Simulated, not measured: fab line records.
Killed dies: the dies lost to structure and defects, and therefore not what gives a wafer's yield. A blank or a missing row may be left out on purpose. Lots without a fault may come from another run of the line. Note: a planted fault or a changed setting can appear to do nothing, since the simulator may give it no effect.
Which of the tools did it? -- flow n5_finfet -- 11 lots with 31 wafers sampled at 4 steps, on a route of 1938 steps

WHAT EACH GAUGE READ, for each wafer
N5_BEOL_M5_INSPECT_13: inspects for defects (brightfield). Usual: raw_defect_count reads 415 (standard deviation 120).
lot,measured,on,raw_defect_count,flag
L898,day 12 05:13,defect_inspect-02,489 667 311,
L899,day 12 17:33,defect_inspect-01,362 449,
L900,day 12 17:44,defect_inspect-02,400 311 337,
L903,day 13 13:53,defect_inspect-02,441 366 461,
L904,day 14 00:07,defect_inspect-01,586 693 492,
L905,day 14 00:55,defect_inspect-01,413 360 425,
L909,day 15 23:14,defect_inspect-02,1653 1828 1630,OFF
L912,day 16 02:20,defect_inspect-01,800 587,
L914,day 16 02:52,defect_inspect-02,1530 1569 1594,OFF
L917,day 17 06:03,defect_inspect-01,405 308 255,
L919,day 17 22:04,defect_inspect-01,350 323 341,

WHICH TOOL RAN EACH LOT (tool, then ch and the chambers of the sampled wafers, then the start)
lot,N5_BEOL_M4_PRE_CLEAN_60,N5_BEOL_M5_ILD_DEP_00,N5_BEOL_M5_HM_DEP_02
L898,"cvd_co-02 ch 0,1, day 12 00:39","pecvd-03 ch 1,2, day 12 01:53","pvd_sputter-01, day 12 04:37"
L899,"cvd_co-02 ch 2, day 12 12:16","pecvd-04 ch 1,2, day 12 13:30","pvd_sputter-03, day 12 16:55"
L900,"cvd_co-02 ch 1,2, day 12 14:00","pecvd-04 ch 0,1,2, day 12 15:14","pvd_sputter-03, day 12 17:13"
L903,"cvd_co-02 ch 1,2, day 13 10:18","pecvd-04 ch 0,2, day 13 11:32","pvd_sputter-01, day 13 13:16"
L904,"cvd_co-01 ch 0,1, day 13 18:43","pecvd-03 ch 0,1, day 13 19:58","pvd_sputter-02, day 13 23:31"
L905,"cvd_co-01 ch 0,1, day 13 21:41","pecvd-03 ch 0,2, day 13 22:55","pvd_sputter-01, day 14 00:26"
L909,"cvd_co-02 ch 0,2, day 15 17:04","pecvd-03 ch 0,1,2, day 15 18:23","pvd_sputter-01, day 15 22:46"
L912,"cvd_co-02 ch 1, day 15 21:33","pecvd-04 ch 2, day 15 23:04","pvd_sputter-03, day 16 01:51"
L914,"cvd_co-01 ch 0,1, day 15 23:43","pecvd-03 ch 0,1,2, day 16 01:01","pvd_sputter-01, day 16 02:16"
L917,"cvd_co-02 ch 0,1,2, day 17 01:36","pecvd-03 ch 0,2, day 17 02:50","pvd_sputter-03, day 17 04:23"
L919,"cvd_co-02 ch 0,1, day 17 17:58","pecvd-03 ch 0,1,2, day 17 19:14","pvd_sputter-02, day 17 21:34"
- N5_BEOL_M4_PRE_CLEAN_60: time 15 s.
- N5_BEOL_M5_ILD_DEP_00: deposits SiCOH lowk from DEMS/porogen, target thk 140.64 nm, time 25.9 s.
- N5_BEOL_M5_HM_DEP_02: deposits TiN, target thk 20 nm.

AS READ BY THE TOOLS THEMSELVES (means over the sampled wafers that have a number; for cases with no such wafer, the mark the record gives instead)
N5_BEOL_M4_PRE_CLEAN_60. Usual: heater_power_w reads 93 W (standard deviation 20).
lot,tool,heater_power_w (W),flag
L898,cvd_co-02,96,
L899,cvd_co-02,122,
L900,cvd_co-02,112,
L903,cvd_co-02,99,
L904,cvd_co-01,81,
L905,cvd_co-01,73,
L909,cvd_co-02,109,
L912,cvd_co-02,78,
L914,cvd_co-01,73,
L917,cvd_co-02,102,
L919,cvd_co-02,95,

N5_BEOL_M5_ILD_DEP_00. Usual: heater_power_w 299 W, standard deviation 77; showerhead_plenum_p_Torr 5.739 Torr, standard deviation 0.018; susceptor_temp_C 300.01 C, standard deviation 0.19; throttle_valve_pct 14.0 %, standard deviation 0.51.
lot,tool,heater_power_w (W),showerhead_plenum_p_Torr (Torr),susceptor_temp_C (C),throttle_valve_pct (%),flag
L898,pecvd-03,303,5.755,299.95,13.8,
L899,pecvd-04,393,5.734,299.88,13.9,
L900,pecvd-04,393,5.726,300.16,13.8,
L903,pecvd-04,436,5.738,299.95,13.4,
L904,pecvd-03,236,5.728,300.01,14.1,
L905,pecvd-03,324,5.752,299.96,13.6,
L909,pecvd-03,275,5.755,300.17,14.0,
L912,pecvd-04,418,5.748,299.77,13.2,
L914,pecvd-03,251,5.749,299.91,13.9,
L917,pecvd-03,298,5.751,300.02,13.6,
L919,pecvd-03,256,5.748,300.00,14.1,

N5_BEOL_M5_HM_DEP_02. Usual: susceptor_temp_C 25.00 C, standard deviation 0.12; throttle_valve_pct 30.2 %, standard deviation 1.2.
lot,tool,susceptor_temp_C (C),throttle_valve_pct (%),flag
L898,pvd_sputter-01,25.08,30.2,
L899,pvd_sputter-03,25.02,30.2,
L900,pvd_sputter-03,25.06,30.2,
L903,pvd_sputter-01,24.96,30.2,
L904,pvd_sputter-02,24.91,30.0,
L905,pvd_sputter-01,25.04,30.2,
L909,pvd_sputter-01,25.05,30.1,
L912,pvd_sputter-03,24.96,30.6,
L914,pvd_sputter-01,25.12,31.1,
L917,pvd_sputter-03,25.03,29.4,
L919,pvd_sputter-02,24.97,29.9,

THE ANSWER, worked out from the rows above alone
Rule: a lot counts as off when the mean over its wafers that have a number is more than 3 standard deviations away from the usual mean. A lot without any number at a reading at which 4 lots or more have one is off too. Where the step has rows for the other lots, those lots are counted as sound. Order of review: gauges by route order, followed by the tools' own readings, for which a lot's mean as printed above is used. At the first step where some lot is off, the reading lying furthest off is the one used; lots without a number count as furthest.
Off: L909, L914 (N5_BEOL_M5_INSPECT_13, raw_defect_count).
If a tool, at a process step before that reading, ran all the lots that are off and no sound lot after the first of them, it fits. Gauges at N5_BEOL_M5_INSPECT_13: tried the same way as those tools. Undecided on this evidence; 2 tools fit (pvd_sputter-01 at N5_BEOL_M5_HM_DEP_02, defect_inspect-02 at N5_BEOL_M5_INSPECT_13).

WHAT HAD BEEN PUT IN BY THE SIMULATOR
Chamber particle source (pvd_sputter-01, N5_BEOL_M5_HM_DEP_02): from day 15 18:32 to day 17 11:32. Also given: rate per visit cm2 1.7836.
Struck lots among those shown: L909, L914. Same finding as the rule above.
